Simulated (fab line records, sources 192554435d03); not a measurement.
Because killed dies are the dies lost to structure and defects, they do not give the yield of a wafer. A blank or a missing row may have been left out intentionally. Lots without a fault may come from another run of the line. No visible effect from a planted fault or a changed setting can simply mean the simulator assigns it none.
A struck lot beside a sound one | flow n5Finfet | 39 steps out of a route of 1938
Sound: wafers L751.3, L751.4, L751.6. Struck: wafers L739.3, L739.6. (L739.2 of the same lot was not struck and is left out.) The cause comes at the end.
At each step with rows: each side's tool, then ch and its chambers, then its first start. Under that, the readings that differ: sound wafers | struck wafers | difference of the means | sigmas: that difference in standard deviations of wafers without a fault.
alike: readings with means less than 2 such deviations apart, plus words and numbers identical on both sides. not compared: withheld readings, readings lacking a value on some wafer, bounds such as >300 that could conceal the same value, and numbers that have no deviation in the record and whose values overlap.
The two part at a step that has a row with sigmas, a row that says differs or no value, or rows on one side only. Non-overlapping numbers with no deviation appear without sigmas and do not part them. A reading missing from all wafers of one side parts the sides only when that side holds two or more wafers.

first, 9 steps without rows for these wafers: N5_HKMG_FIN_DESCUM_17 (chemistry O2, time 7.9 s); N5_HKMG_FIN_ETCH_31 (etches SiARC in CF4, target depth 45.5 nm, time 75.8 s); N5_HKMG_FIN_ETCH_32 (etches SOC in N2/H2, target depth 240 nm, time 300 s); N5_HKMG_FIN_STRIP_33 (strips in N2/H2); N5_HKMG_FIN_STRIP_34 (strips in CF4); N5_HKMG_FIN_ETCH_35 (etches SOC in N2/H2, target depth 215.8 nm, time 243.4 s); N5_HKMG_FIN_STRIP_92 (strips SOC in N2/H2, time 20 s); N5_HKMG_FIN_WET_ETCH_18 (etches TiN in SC1, time 55 s, target depth 5.2 nm, rinse time 30 s); N5_HKMG_FIN_STRIP_19 (strips in N2/H2, time 360 s).
N5_HKMG_FIN_ALD_91: deposits TiN, target thk 1 nm, pulse time 1 s, purge time 3 s.
  sound on aldMetal-04 ch 0,1,2, day 9 16:03; struck on aldMetal-02 ch 2,3, day 6 17:03
reading   | sound    | struck | difference | sigmas
aldCycles | 47 47 47 | 35 35  | -12        | 
  alike: chamberPressureTorr, heaterPowerW, precursorPulseHeightRel
then, 27 steps without rows for these wafers: N5_HKMG_FIN_COAT_85 (time 60 s, resist thk 300 nm); N5_HKMG_FIN_ETCH_86 (etches SOC in N2/H2, stops on TiN, target depth 393.2 nm); N5_HKMG_FIN_STRIP_89 (strips SOC in N2/H2, time 20 s); N5_HKMG_FIN_WET_ETCH_87 (etches TiN in SC1, time 154.2 s, target depth 4.7 nm, rinse time 30 s); N5_HKMG_FIN_STRIP_88 (strips in N2/H2, time 360 s); N5_HKMG_FIN_NWFM_ALD_20 (deposits TiAlC, target thk 2 nm, pulse time 3 s, purge time 2 s); N5_HKMG_FIN_ALD_71 (deposits TiN, target thk 1 nm, pulse time 1 s, purge time 3 s); N5_HKMG_FIN_COAT_66 (time 60 s, resist thk 300 nm); N5_HKMG_FIN_ETCH_67 (etches SOC in N2/H2, stops on TiN, target depth 388.9 nm); N5_HKMG_FIN_STRIP_90 (strips SOC in N2/H2, time 20 s); N5_HKMG_FIN_WET_ETCH_73 (etches the open film in SC1, time 42.3 s, target depth 1.3 nm, rinse time 30 s); N5_HKMG_FIN_ETCHBACK_68 (etches the open film in Cl2/Ar, stops on HfO2, target depth 0.5 nm); N5_HKMG_FIN_STRIP_69 (strips in N2/H2, time 360 s); N5_HKMG_FIN_ALD_21 (deposits TiN, target thk 1.5 nm, pulse time 1 s, purge time 3 s); N5_HKMG_FIN_ALD_72 (deposits W, target thk 2 nm, pulse time 1 s, purge time 2 s); N5_HKMG_FIN_W_FILL_22 (material W, target thk 60 nm, time 18.2 s); N5_HKMG_FIN_PRECLEAN_83 (cleans in DIW, time 57.5 s); N5_HKMG_FIN_SRD_84 (dry time 32 s); N5_HKMG_FIN_CMP_23 (polishes, stops on SiNx, t overpolish 10 s, target thk 46.326 nm); N5_HKMG_FIN_CMP_94 (polishes, stops on SiNx, t overpolish 4.7 s, target thk 43.299 nm); N5_GATE_CUT_ETCHBACK_00 (etches W in SF6/Cl2); N5_GATE_CUT_ETCH_56 (etches TiN in Cl2/Ar, target depth 21.6 nm); N5_GATE_CUT_ETCHBACK_30 (etches TiN in Cl2/Ar, target depth 3 nm); N5_GATE_CUT_VAPOR_ETCH_60 (etches HfO2 in BCl3/Cl2); N5_GATE_CUT_ETCH_58 (etches SiNx in CH3F/O2, target depth 17 nm, time 128.6 s); N5_GATE_CUT_STRIP_59 (strips in N2/H2, time 20 s); N5_GATE_CUT_PRECLEAN_31 (cleans in DIW, time 300 s).
-- record jumps: 5 days separate the struck wafers' starts on either side; left off in module GATE_CUT, taken up again in module BEOL_M4, whose first shown step is the route's number 1111 --
N5_BEOL_M4_RC_MEAS_101:
  sound on prober-01 ch 0, day 14 04:36; struck on prober-02 ch 0, day 11 14:32
reading             | sound                      | struck              | difference | sigmas
IOFF_N (nA/um)      | 0.143 0.160 0.165          | 0.448 0.520         | +0.328     | +13
IOFF_N_85C (nA/um)  | 2.8 3.1 3.2                | 7.4 8.4             | +4.9       | +12
IOFF_N_LIN (nA/um)  | 0.067 0.074 0.076          | 0.209 0.231         | +0.148     | +15
IOFF_N_LONG (nA/um) | 5.47e-05 5.47e-05 5.52e-05 | 0.0001401 0.0001379 | +0.0000841 | +40
IOFF_P_LONG (nA/um) | 0.000109 0.000111 0.000105 | 8.5e-05 8.4e-05     | -2.4e-05   | -3
ION_N (uA/um)       | 673 671 684                | 754 747             | +74        | +8
ION_P (uA/um)       | 466 470 473                | 459 450             | -15        | -2
VT_N (mV)           | 250.6 250.8 248.6          | 218.8 217.3         | -31.9      | -11
VT_N_LONG (mV)      | 271.2 274.6 275.2          | 243.8 245.8         | -28.9      | -18
VT_N_LVT (mV)       | 100.3 98.0 97.6            | 67.2 66.3           | -31.9      | -11
VT_P (mV)           | -251 -247 -250             | -260 -259           | -10        | -3
VT_P_LONG (mV)      | -276.1 -275.0 -274.8       | -281.9 -281.2       | -6.2       | -2
VT_P_LVT (mV)       | -98.5 -98.0 -97.7          | -107.4 -105.9       | -8.6       | -3
  alike: DIBL_N, DIBL_P, IOFF_P, SS_N, SS_P
-- here the record skips 4 days between the struck wafers' starts before and after, leaving off in module BEOL_M4 and picking up in module PASSIVATION (first step shown: number 1936 of the route) --
N5_PASSIVATION_PROBE_49:
  sound on prober-02 at day 19 00:43; struck on prober-02 at day 15 22:21
reading                | sound          | struck      | difference | sigmas
sort_bin_4_leakage (%) | 0 0 0          | 23.64 56.19 | +39.91     | 
sortNPass              | 1090 1069 1098 | 774 433     | -482       | -28
sortYieldPct (%)       | 92.4 90.6 93.1 | 65.6 36.7   | -40.9      | -27
  alike: defectLimitedYield, killed_at_M0_to_M3, killed_at_M4_up, killedAtContacts, killedAtFrontEnd, killedAtOther, killedDies, killedOpen, killedShort, sort_bin_5_function, sort_bin_6_memory
  not compared: sort_bin_8_speed

WHERE THEY PART
First at N5_BEOL_M4_RC_MEAS_101; last, within this record, at N5_PASSIVATION_PROBE_49.

WHY: what had been put in by the simulator
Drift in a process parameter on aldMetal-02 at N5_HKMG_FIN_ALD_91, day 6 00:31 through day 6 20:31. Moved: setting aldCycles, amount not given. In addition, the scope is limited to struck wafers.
